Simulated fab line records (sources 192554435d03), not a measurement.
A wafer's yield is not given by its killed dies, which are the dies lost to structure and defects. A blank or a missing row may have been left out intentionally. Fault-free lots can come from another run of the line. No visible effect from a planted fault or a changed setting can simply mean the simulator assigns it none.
fab line records	flow n5Finfet
[record] lots = 4	wafers = 11	lastDay = 16
route steps=1938 shown BEOL_M1@831 BEOL_M2@841 BEOL_M4@1111 PASSIVATION@1936
lots that met no fault: from a run of the same line without faults
startH: hours from the record's opening day to when the first of the lot's shown wafers began	waitH: time in hours since the lot's previous step	" as in the row above	L1.1+2: one row covering several wafers at once	- value missing, or start not given	* or withheld: withheld	< > ~ a bound
route shown NAME@n: NAME is a module with steps in the file, n the number in the route of the first one	usual: the fault-free wafers' mean and standard deviation	same: alike in all rows	chamber/n: place in a boat	sites: per-site readings	_std_site: standard deviation of those values	_edge_site: the outer-site mean with the inner-site mean subtracted	radiusMm: how far each site lies from the wafer's centre	mask NAME#n: copy n	behind: the most recent tool/chamber to have shaped the wafer	hold: cause of the lot's hold/its duration in hours/its outcome	device: the transistor (n, p or np) that didn't switch	end of line: tests run on the same wafers once the route is complete	where a step has no rows: the recipe by itself	killed: count of dies lost to structure and defects at first sort (not the wafer's yield)	map: a wafer's dies, marking killed ones x, the rest . and places with no die _
set.NAME: the run value of the setting; set.NAME@STEP: its run value at that earlier step	model.NAME: the simulator's own value behind a step, which no gauge read
lots at selected steps of the route; one table per step, one row per wafer
services: the hour from which a tool's chamber was out of use, counted from the record's first day as startH (under 0 if before that day), plus the number of hours and why
[[steps]]
[step N5_BEOL_M1_ECD_50]
[recipe] material = Cu	targetThkA = 3000
[step N5_BEOL_M1_ANNEAL_51]
[recipe] tempC = 225	timeS = 90	ambient = N2
[step N5_BEOL_M1_CMP_52]
[recipe] stopOn = SiOC	tOverpolishS = 6.8	downForcePsi = 1	platenRpm = 50	clearingPlatenDownForcePsi = 1.5	clearingPlatenRpm = 50	postCmpClean = cuAlkaline	targetThkNm = 40	clearingPlatenPadVelocityMS = 0.99484	padVelocityMS = 0.99484
[step N5_BEOL_M1_PRE_CLEAN_60]
[recipe] gas = NH3/H2	timeS = 15	tempC = *	rfPowerW = 300
[step N5_BEOL_M1_CO_CAP_55]
[recipe] material = Co	targetThkA = 20	tempC = 200	precursor = CCTBA/H2	pressureTorr = 30	timeS = 102.1
[step N5_BEOL_M1_PRE_CLEAN_56]
[recipe] gas = NH3	timeS = 15	tempC = withheld	rfPowerW = 300
[step N5_BEOL_M1_DEP_57]
[recipe] material = SiCN	targetThkA = 80	tempC = withheld	precursor = 3MS/NH3	pressureTorr = 3	rfW = 202	timeS = 14
[step N5_BEOL_M2_ILD_DEP_00]
[recipe] material = SiOC	targetThkA = 790	tempC = 350	precursor = DEMS/O2	pressureTorr = 5	rfW = 500	timeS = 15.3
[step N5_BEOL_M2_PECVD_72]
[recipe] material = SiO2	targetThkA = 160	tempC = 400	precursor = TEOS/O2	pressureTorr = 5.5	rfW = 450	teosFlowSccm = 53.8	gas = O2	flowSccm = 3000	timeS = 18
[usual] heaterPowerOuterW = 416/44	heaterPowerW = 699/57	showerheadPlenumPTorr = 8.80/0.069	showerheadVppV = 1317/63	throttleValvePct = 21.6/0.85
lot.wafer	tool	chamber	startH	waitH	heaterPowerOuterW	heaterPowerW	showerheadPlenumPTorr	showerheadVppV	throttleValvePct	model.SiO2_of_BEOL_M2_PECVD_72.thkNm
L834.2	pecvd-04	2	173.15	0.0	511	838	8.75	1278	19.8	15.8
L834.3	"	0	"	"	460	699	8.75	1407	21.5	16.2
L834.4	"	0	"	"	463	688	8.74	1427	21.0	16.4
L841.3	pecvd-01	1	218.45	0.0	409	708	8.82	1364	21.8	16
L841.4	"	2	"	"	309	607	8.78	1382	22.0	16.4
L841.6	"	0	"	"	477	732	8.80	1201	21.9	16.2
L844.2	pecvd-04	2	245.17	0.0	424	737	8.77	1263	20.1	15.8
L844.4	"	2	"	"	414	730	8.78	1289	20.1	6.4
L844.5	"	0	"	"	446	651	8.74	1426	21.5	6.4
L845.2	pecvd-04	1	247.47	0.0	423	716	8.67	1284	21.4	15.4
L845.4	"	2	"	"	413	730	8.77	1282	20.3	6
[step N5_BEOL_M2_HM_DEP_02]
[recipe] material = TiN	targetThkA = 200	tempC = 25	chamberPressurePa = 0.49996
[step N5_BEOL_M2_COAT_61]
[recipe] resist = SOC	tempC = 250	timeS = 60	spinRpm = 1500	resistThkNm = 60
[step N5_BEOL_M2_COAT_62]
[recipe] resist = SiARC	tempC = 220	timeS = 60	spinRpm = 1500	resistThkNm = 12
[step N5_BEOL_M2_COAT_73]
[recipe] resist = underlayer	tempC = 205	timeS = 60	spinRpm = 1500	resistThkNm = 5
[step N5_BEOL_M2_COAT_05]
[recipe] resist = CAR-EUV	spinRpm = 1500	resistThkNm = 30
[step N5_BEOL_M2_EBR_07]
[recipe] solvent = PGMEA	ebrWidthMm = 1.5
[step N5_BEOL_M2_SOFTBAKE_06]
[recipe] tempC = 110	timeS = 60	resist = CAR-EUV
[step N5_BEOL_M2_EXPOSE_08]
[recipe] maskId = M2	na = 0.33	sourceShape = dipole	sigmaInner = 0.369	sigmaOuter = 0.767	polarization = unpolarized	doseMj = 41.25
[step N5_BEOL_M2_PEB_09]
[recipe] pebTempC = 100	pebTimeS = 60	resist = CAR-EUV
[step N5_BEOL_M2_DEVELOP_10]
[recipe] developTimeS = 30	developer = TMAH	resist = CAR-EUV	rinseLiquid = surfactantRinse	dry = airSpin	devTempC = 23
[step N5_BEOL_M2_DESCUM_16]
[recipe] chemistry = O2	timeS = 7	sourcePowerW = 50	biasPowerW = 20	pressureMtorr = 20	rfFrequencyHz = 2.712e+07	tempC = 40	resist = CAR-EUV	o2FlowSccm = 225
[step N5_BEOL_M2_ETCH_74]
[recipe] chemistry = N2/H2	target = underlayer	targetDepthA = 65	maskMaterial = CAR-EUV	timeS = 5.2	ionEnergyEv = 200	pressureMtorr = 30	sourceW = 840	biasW = 150	n2FlowSccm = 200	h2FlowSccm = 200	ends = cleared
[step N5_BEOL_M2_ETCH_63]
[recipe] chemistry = CF4	target = SiARC	targetDepthA = 156	maskMaterial = CAR-EUV	timeS = 26	ionEnergyEv = 80	pressureMtorr = 40	sourceW = 545	biasW = 36	Ar_flow_sccm = 100	cf4FlowSccm = 100	ends = cleared
[step N5_BEOL_M2_ETCH_64]
[recipe] chemistry = N2/H2	target = SOC	targetDepthA = 750	overetchA = 225	maskMaterial = SiARC	tempC = 40	timeS = 121.9	ionEnergyEv = 200	pressureMtorr = 30	sourceW = 840	biasW = 150	n2FlowSccm = 200	h2FlowSccm = 200
[step N5_BEOL_M2_STRIP_65]
[recipe] chemistry = N2/H2	tempC = 40	n2FlowSccm = 200	h2FlowSccm = 200	rfFrequencyHz = 6e+07
[step N5_BEOL_M2_STRIP_75]
[recipe] chemistry = N2/H2	tempC = 40	n2FlowSccm = 200	h2FlowSccm = 200	rfFrequencyHz = 6e+07
[step N5_BEOL_M2_STRIP_66]
[recipe] chemistry = CF4	resist = SiARC	powerW = 300	biasPowerW = 75	pressureMtorr = 50	cf4FlowSccm = 150	rfFrequencyHz = 6e+07
[step N5_BEOL_M2_HM_OPEN_17]
[recipe] chemistry = Cl2/BCl3	targetDepthA = 200	overetchA = 60	target = TiN	maskMaterial = SOC	ionEnergyEv = 150	pressureMtorr = 10	icpW = 1000	biasW = 126	Cl2_flow_sccm = 53.25	bcl3FlowSccm = 21.75	Ar_flow_sccm = 25
[step N5_BEOL_M2_STRIP_19]
[recipe] chemistry = O2	powerW = 400	tempC = 40	pressureMtorr = 30	rfFrequencyHz = 6e+07	biasPowerW = 0	overashFraction = 0.2	o2FlowSccm = 225
[step N5_BEOL_M2_COAT_67]
[recipe] resist = SOC	tempC = 250	timeS = 60	spinRpm = 1500	resistThkNm = 60
[step N5_BEOL_M2_COAT_68]
[recipe] resist = SiARC	tempC = 220	timeS = 60	spinRpm = 1500	resistThkNm = 12
[step N5_BEOL_M2_COAT_76]
[recipe] resist = underlayer	tempC = 205	timeS = 60	spinRpm = 1500	resistThkNm = 5
[step N5_BEOL_M2_COAT_22]
[recipe] resist = CAR-EUV	spinRpm = 1500	resistThkNm = 30
[step N5_BEOL_M2_EBR_24]
[recipe] solvent = PGMEA	ebrWidthMm = 1.5
[step N5_BEOL_M2_SOFTBAKE_23]
[recipe] tempC = 110	timeS = 60	resist = CAR-EUV
[step N5_BEOL_M2_HM_STRIP_39]
[recipe] chemistry = peroxideTinStrip	material = TiN	targetDepthA = 250	tempC = 50	timeS = 158
[usual] bathGuardTempC = 49.9/0.56
lot.wafer	tool	chamber	startH	waitH	bathGuardTempC	model.SiO2_of_BEOL_M2_PECVD_72.thkNm
L834.2	wetBench-04	7	185.02	0.0	50.5	15.6
L834.3	"	0	"	"	49.7	16.2
L834.4	"	2	"	"	49.7	16.2
L841.3	wetBench-01	0	230.32	0.0	49.6	16
L841.4	"	7	"	"	50.7	16.2
L841.6	"	1	"	"	49.2	16.2
L844.2	wetBench-06	5	249.79	0.0	50.7	15.6
L844.4	"	1	"	"	49.8	6.2
L844.5	"	0	"	"	49.3	6.2
L845.2	wetBench-04	4	250.14	0.0	49.6	15.4
L845.4	"	5	"	"	49.9	6
[step N5_BEOL_M2_CMP_52]
[recipe] stopOn = SiOC	tOverpolishS = 6.8	downForcePsi = 1	platenRpm = 50	clearingPlatenDownForcePsi = 1.5	clearingPlatenRpm = 50	postCmpClean = cuAlkaline	targetThkNm = 40	clearingPlatenPadVelocityMS = 0.99484	padVelocityMS = 0.99484
[usual] barrierFieldEndpointS = 24.7/0.85	edgeZonePressureFrac = 1.000/0.0048	motorCurrentA = 6.1/0.76
lot.wafer	tool	chamber	startH	waitH	barrierFieldEndpointS	edgeZonePressureFrac	motorCurrentA
L834.3	cmp-03	1	188.40	0.2	26.7	1.000	6.1
L834.4	"	3	"	"	25.7	0.994	4.9
L834.2	"	0	"	"	23.8	1.010	6.1
L841.3	cmp-03	2	235.91	0.2	23.5	1.004	5.9
L841.4	"	3	"	"	25.6	0.998	5.0
L841.6	"	2	"	"	23.8	1.002	6.2
L844.4	cmp-03	1	253.04	0.2	13.5	1.000	6.2
L844.2	"	2	"	"	23.6	0.998	5.9
L844.5	"	0	"	"	13.2	1.003	5.7
L845.2	cmp-01	3	253.59	0.2	24.2	0.996	8.4
L845.4	"	1	"	"	12.4	0.997	6.7
[step N5_BEOL_M4_RC_MEAS_101]
[usual] DIBL_N = 36.2/2.2	DIBL_P = 36.5/3	IOFF_N = 0.16/0.039	IOFF_P = 0.22/0.047	ION_N = 675/15	ION_P = 463/10	SS_N = 71.6/0.71	SS_P = 73.4/0.94	VT_N = 250/3.6	VT_P = -250/3.9
lot.wafer	tool	chamber	startH	waitH	DIBL_N[mV/V]	DIBL_P[mV/V]	IOFF_N[nA/um]	IOFF_P[nA/um]	ION_N[uA/um]	ION_P[uA/um]	SS_N[mV/dec]	SS_P[mV/dec]	VT_N[mV]	VT_P[mV]
L834.2	prober-01	0	214.36	0.2	35.8	35.9	0.12	0.17	674	466	71.3	72.5	256	-253
L834.3	"	0	"	"	34.1	33.8	0.11	0.16	676	470	70.5	71.8	253	-254
L834.4	"	0	"	"	37.2	38.1	0.16	0.21	682	468	71.1	73.5	250	-252
L841.3	prober-01	0	257.15	0.3	37.4	38.4	0.16	0.20	692	466	71.3	72.7	251	-255
L841.4	"	0	"	"	36.0	37.6	0.16	0.20	693	472	70.9	73.5	248	-255
L841.6	"	0	"	"	35.3	35.6	0.12	0.15	659	451	70.8	72.8	254	-257
L844.2	prober-02	0	280.30	0.2	34.7	33.9	0.14	0.17	669	451	71.6	72.9	249	-255
L844.4	"	0	"	"	31.0	29.2	0.09	0.13	645	446	70.2	71.6	255	-255
L844.5	"	0	"	"	36.7	37.9	0.19	0.25	703	483	71.9	73.2	246	-247
L845.2	prober-02	0	285.28	0.3	36.5	37.1	0.18	0.27	688	479	72.0	73.4	244	-244
L845.4	"	0	"	"	36.1	36.2	0.18	0.24	699	487	72.1	72.3	248	-246
[step N5_PASSIVATION_PROBE_49]
[usual] defectLimitedYield = 91.5/1.5	killed_at_M0_to_M3 = 32/10	killed_at_M4_up = 13/4.9	killedAtContacts = 13/6.1	killedAtFrontEnd = 38/11	killedAtOther = 3/3.2	killedDies = 101/18	killedOpen = 66/13	killedShort = 32/8.3	sort_bin_5_function = 5.0/1	sort_bin_6_memory = 3.2/0.74	sort_bin_8_speed = 0.1/1.1	sortNPass = 1078/22	sortYieldPct = 91.3/1.9
[same] grossDies = 1180	killedAtBackSide = 0	sort_bin_4_leakage[%] = 0
lot.wafer	tool	chamber	startH	waitH	defectLimitedYield[%]	killed_at_M0_to_M3	killed_at_M4_up	killedAtContacts	killedAtFrontEnd	killedAtOther	killedDies	killedOpen	killedShort	sort_bin_5_function[%]	sort_bin_6_memory[%]	sort_bin_8_speed[%]	sortNPass	sortYieldPct[%]
L834.2	prober-02	-	326.77	0.1	88.1	44	15	19	61	2	141	84	54	7.1	4.4	0	1039	88.1
L834.3	prober-02	-	326.82	0.1	90.1	33	17	15	48	4	117	84	27	5.4	3.7	0	1063	90.1
L834.4	prober-02	-	326.87	0.2	88.6	52	15	19	45	4	135	90	41	6.9	3.8	0	1045	88.6
L841.3	prober-01	-	356.75	0.1	93.3	25	7	13	34	0	79	55	20	3.7	2.7	0	1101	93.3
L841.4	prober-01	-	356.80	0.2	92.2	24	7	16	42	3	92	57	31	3.8	3.6	0	1088	92.2
L841.6	prober-01	-	356.90	0.3	92.4	23	12	14	40	1	90	52	30	5.1	2.0	0	1090	92.4
L844.2	prober-02	-	386.76	0.1	93.2	29	7	11	33	0	80	53	26	3.8	3.0	0	1100	93.2
L844.4	prober-02	-	386.86	0.2	92.9	28	9	12	33	2	84	56	27	4.6	2.5	0.2	1094	92.7
L844.5	prober-02	-	386.91	0.2	91.2	37	15	11	35	6	104	69	34	5.1	3.2	0	1076	91.2
L845.2	prober-02	-	392.81	0.5	90.3	42	10	12	49	1	114	68	45	5.0	4.2	0.1	1066	90.3
L845.4	prober-02	-	392.91	0.6	92.3	29	13	13	31	5	91	55	32	5.1	2.5	0	1089	92.3
// killed by level:class
L834.2 MOL_CONTACT_COAG:geometricParticle:open=17 FIN_SAQP:geometricParticle:short=15 STI_FIN_REVEAL:geometricParticle:open=13 FIN_SAQP:geometricParticle:open=11 BEOL_M0_SAQP:geometricParticle:short=8 BEOL_M3:geometricParticle:open=8 BEOL_M2:geometricParticle:open=7 BEOL_M2:geometricParticle:short=7
L834.3 STI_FIN_REVEAL:geometricParticle:open=20 MOL_CONTACT_COAG:geometricParticle:open=14 BEOL_M3:geometricParticle:open=11 FIN_SAQP:geometricParticle:short=6 BEOL_M0_SAQP:geometricParticle:short=6 HKMG_FIN:areaEtch=6 BEOL_M3:geometricParticle:short=5 BEOL_M4:geometricParticle:open=5
L834.4 MOL_CONTACT_COAG:geometricParticle:open=17 BEOL_M0_SAQP:geometricParticle:open=13 STI_FIN_REVEAL:geometricParticle:open=11 BEOL_M3:geometricParticle:open=10 FIN_SAQP:geometricParticle:open=9 BEOL_M0_SAQP:geometricParticle:short=9 BEOL_M1:geometricParticle:open=8 FIN_SAQP:geometricParticle:short=5
L841.3 STI_FIN_REVEAL:geometricParticle:open=10 MOL_CONTACT_COAG:geometricParticle:open=9 BEOL_M0_SAQP:geometricParticle:short=8 BEOL_M0_SAQP:geometricParticle:open=5 FIN_SAQP:geometricParticle:open=4 SPACER0:geometricParticle:open=4 BEOL_M0:geometricParticle:open=4 STARTING-WAFER:geometricParticle:open=4
L841.4 MOL_CONTACT_COAG:geometricParticle:open=10 FIN_SAQP:geometricParticle:open=9 BEOL_M0_SAQP:geometricParticle:short=8 STI_FIN_REVEAL:geometricParticle:open=7 STI_FIN_REVEAL:geometricParticle:short=6 MOL_CONTACT_COAG:geometricParticle:short=5 BEOL_M3:geometricParticle:open=5 FIN_SAQP:geometricParticle:short=4
L841.6 FIN_SAQP:geometricParticle:short=7 FIN_SAQP:geometricParticle:open=7 MOL_CONTACT_COAG:geometricParticle:open=7 MOL_CONTACT_COAG:geometricParticle:short=7 BEOL_M3:geometricParticle:open=7 STI_FIN_REVEAL:geometricParticle:open=6 BEOL_M0_SAQP:geometricParticle:short=5 DUMMY_GATE:geometricParticle:open=4
L844.2 BEOL_M0_SAQP:geometricParticle:short=11 MOL_CONTACT_COAG:geometricParticle:open=9 STI_FIN_REVEAL:geometricParticle:open=5 DUMMY_GATE:geometricParticle:open=5 BEOL_M1:geometricParticle:open=5 BEOL_M3:geometricParticle:open=5 BEOL_M0_SAQP:geometricParticle:open=4 GATE_CUT:geometricParticle:short=4
L844.4 MOL_CONTACT_COAG:geometricParticle:open=9 BEOL_M3:geometricParticle:open=9 GATE_CUT:geometricParticle:short=7 BEOL_M0_SAQP:geometricParticle:open=7 STI_FIN_REVEAL:geometricParticle:open=6 BEOL_M0_SAQP:geometricParticle:short=6 BEOL_M4:geometricParticle:open=4 STARTING-WAFER:geometricParticle:open=4
L844.5 BEOL_M0_SAQP:geometricParticle:open=16 BEOL_M0_SAQP:geometricParticle:short=12 MOL_CONTACT_COAG:geometricParticle:open=9 FIN_SAQP:geometricParticle:open=6 BEOL_M3:geometricParticle:open=6 STI_FIN_REVEAL:geometricParticle:open=5 BEOL_M5:geometricParticle:open=5 DUMMY_GATE:geometricParticle:open=4
L845.2 BEOL_M2:geometricParticle:open=12 GATE_CUT:geometricParticle:short=10 STI_FIN_REVEAL:geometricParticle:open=9 DUMMY_GATE:geometricParticle:open=8 MOL_CONTACT_COAG:geometricParticle:open=8 BEOL_M1:geometricParticle:short=8 BEOL_M1:geometricParticle:open=7 FIN_SAQP:geometricParticle:short=6
L845.4 MOL_CONTACT_COAG:geometricParticle:open=10 BEOL_M2:geometricParticle:open=9 FIN_SAQP:geometricParticle:short=6 BEOL_M1:geometricParticle:open=5 DUMMY_GATE:geometricParticle:open=4 GATE_CUT:geometricParticle:short=4 BEOL_M0_SAQP:geometricParticle:open=4 BEOL_M3:geometricParticle:open=4
[[services]]
tool	chamber	startH	hours	kind
pecvd-04	-	170.44	0.4	repair
pecvd-04	-	190.11	0.7	repair
cmp-03	-	198.74	14.5	pm
pecvd-04	2	206.38	3.8	repair
cmp-01	-	214.55	4.0	pm
cmp-01	-	218.55	-	consumableReplace:conditioner
cmp-01	-	218.55	-	consumableReplace:pad
cmp-03	-	223.03	0.7	repair
pecvd-01	0	235.44	5.5	scheduledDown
[[key]]
[firstSign] step = N5_BEOL_M2_CMP_52	reading = barrierFieldEndpointS	direction = down	sigmas = 14	usual = 24.7	struck = 13.0
effect none on later readings
[modelEffect] step = N5_BEOL_M2_PECVD_72	value = SiO2_of_BEOL_M2_PECVD_72.thkNm	without = 15.87	struck = 6.267
[modelEffect] step = N5_BEOL_M2_HM_STRIP_39	value = SiO2_of_BEOL_M2_PECVD_72.thkNm	without = 15.67	struck = 6.133
metAt N5_BEOL_M2_PECVD_72
struckWafers L844.4,L844.5,L845.4
onsetBetween 173.15 245.17
[fault] kind = processParameterDrift	tool = pecvd-04	chamber = -	onsetH = 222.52	steps = N5_BEOL_M2_PECVD_72	channel = timeS	offset = *	shape = step	endH = 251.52	scope = struckWafersOnly	actsIn = *	stated = *
